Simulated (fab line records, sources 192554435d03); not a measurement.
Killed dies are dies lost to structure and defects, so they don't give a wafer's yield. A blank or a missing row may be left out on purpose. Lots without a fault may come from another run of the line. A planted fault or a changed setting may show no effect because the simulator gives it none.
Split-lot experiment | flow n5_finfet | 7 lots, 39 wafers read, on a route of 1938 steps

THE SPLIT
At N5_DUMMY_GATE_ETCH_31 (etches SiO2 in C4F6/O2, target depth 82.5 nm, time 27.5 s), the setting target_depth_a was moved away from the recipe's 825 angstrom on 15 of the 39 wafers read, by -11.5% to +11.3%. The other wafers ran this setting at the recipe's value.

The reading is taken at the split's own step.

THE READING
etch.depth_nm (the simulator's own value, which no gauge read), in nm, at N5_DUMMY_GATE_ETCH_31 (etches SiO2 in C4F6/O2, target depth 82.5 nm, time 27.5 s). The file gives no usual value for it. The 24 wafers here that ran the recipe average 82.89 nm, standard deviation 1.7 nm.

wafer  | tool, chamber at the split | target_depth_a as run, angstrom | against the recipe | etch.depth_nm, nm | against lot-mates on the recipe
L075.1 | rie_diel-05, 1             | 825                             | recipe             | 83.45             | -
L075.2 | rie_diel-05, 2             | 825                             | recipe             | 86.32             | -
L075.4 | rie_diel-05, 0             | 825                             | recipe             | 85.56             | -
L085.1 | rie_diel-06, 3             | 917.2                           | +11.2%             | 92.48             | +10.77
L085.2 | rie_diel-06, 1             | 917.2                           | +11.2%             | 88.48             | +6.77
L085.3 | rie_diel-06, 0             | 825                             | recipe             | 80.7              | -
L085.4 | rie_diel-06, 2             | 917.2                           | +11.2%             | 88.75             | +7.04
L085.5 | rie_diel-06, 0             | 825                             | recipe             | 81.21             | -
L085.6 | rie_diel-06, 3             | 825                             | recipe             | 83.21             | -
L088.1 | rie_diel-03, 0             | 918                             | +11.3%             | 91.07             | +7.48
L088.2 | rie_diel-03, 3             | 825                             | recipe             | 83.2              | -
L088.3 | rie_diel-03, 1             | 918                             | +11.3%             | 93.02             | +9.43
L088.4 | rie_diel-03, 3             | 825                             | recipe             | 83.29             | -
L088.5 | rie_diel-03, 1             | 825                             | recipe             | 84.28             | -
L088.6 | rie_diel-03, 0             | 918                             | +11.3%             | 92.2              | +8.61
L090.1 | rie_diel-03, 1             | 790.7                           | -4.2%              | 79.77             | -2.48
L090.2 | rie_diel-03, 3             | 825                             | recipe             | 82.4              | -
L090.3 | rie_diel-03, 0             | 790.7                           | -4.2%              | 78.43             | -3.82
L090.4 | rie_diel-03, 0             | 825                             | recipe             | 81.66             | -
L090.5 | rie_diel-03, 3             | 825                             | recipe             | 82.68             | -
L090.6 | rie_diel-03, 1             | 790.7                           | -4.2%              | 80.24             | -2.01
L092.1 | rie_diel-05, 3             | 825                             | recipe             | 81.28             | -
L092.2 | rie_diel-05, 2             | 825                             | recipe             | 85.93             | -
L092.3 | rie_diel-05, 0             | 730.3                           | -11.5%             | 75.87             | -7.47
L092.4 | rie_diel-05, 1             | 730.3                           | -11.5%             | 73.49             | -9.85
L092.5 | rie_diel-05, 1             | 825                             | recipe             | 82.8              | -
L092.6 | rie_diel-05, 0             | 730.3                           | -11.5%             | 75.62             | -7.72
L094.1 | rie_diel-05, 2             | 889.4                           | +7.8%              | 92.94             | +9.45
L094.2 | rie_diel-05, 1             | 889.4                           | +7.8%              | 90.14             | +6.65
L094.3 | rie_diel-05, 3             | 825                             | recipe             | 81.67             | -
L094.4 | rie_diel-05, 0             | 825                             | recipe             | 84.96             | -
L094.5 | rie_diel-05, 1             | 825                             | recipe             | 83.83             | -
L094.6 | rie_diel-05, 0             | 889.4                           | +7.8%              | 91.52             | +8.03
L095.1 | rie_diel-06, 3             | 825                             | recipe             | 84.7              | -
L095.2 | rie_diel-06, 0             | 825                             | recipe             | 82.42             | -
L095.3 | rie_diel-06, 1             | 825                             | recipe             | 80.04             | -
L095.4 | rie_diel-06, 2             | 825                             | recipe             | 81.04             | -
L095.5 | rie_diel-06, 0             | 825                             | recipe             | 81.94             | -
L095.6 | rie_diel-06, 1             | 825                             | recipe             | 80.7              | -

THE FIT
A straight line over all 39 wafers: etch.depth_nm changes by +0.761 nm for each +1% of target_depth_a; r = +0.93; the points scatter about the line by 1.8 nm.
The same after taking each lot's own level away (the mean of its wafers on the recipe; 39 wafers): +0.768 nm for each +1%; r = +0.96; scatter 1.4 nm.
On that fit, the largest move of target_depth_a shifts the reading by 8.8 nm.
The lots' own levels span 81.707 to 85.110 nm, that is 2.0 times the standard deviation above.
So the lot-to-lot level changes the slope little: the two slopes agree.
Check: with one of the wafers moved furthest among these (-11.5%) left out of the fit, the line predicts -8.83 nm for it against its lot-mates. It came out at -7.47 nm against them.

OTHER SPLITS ON THESE WAFERS
These wafers also went through other splits before the reading. Each is held against what the fit with the lots' levels taken away leaves over:
other split on the same wafers | wafers away from the commonest value | r with etch.depth_nm (lot level and that fit taken away)
N5_FIN_SAQP_ETCH_52 source_w   | 12                                   | -0.10
N5_DUMMY_GATE_ETCH_37 source_w | 9                                    | +0.22

THE FILE'S OWN FIT
etch.depth_nm changes by +0.774 nm for each +1% of target_depth_a, r = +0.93.
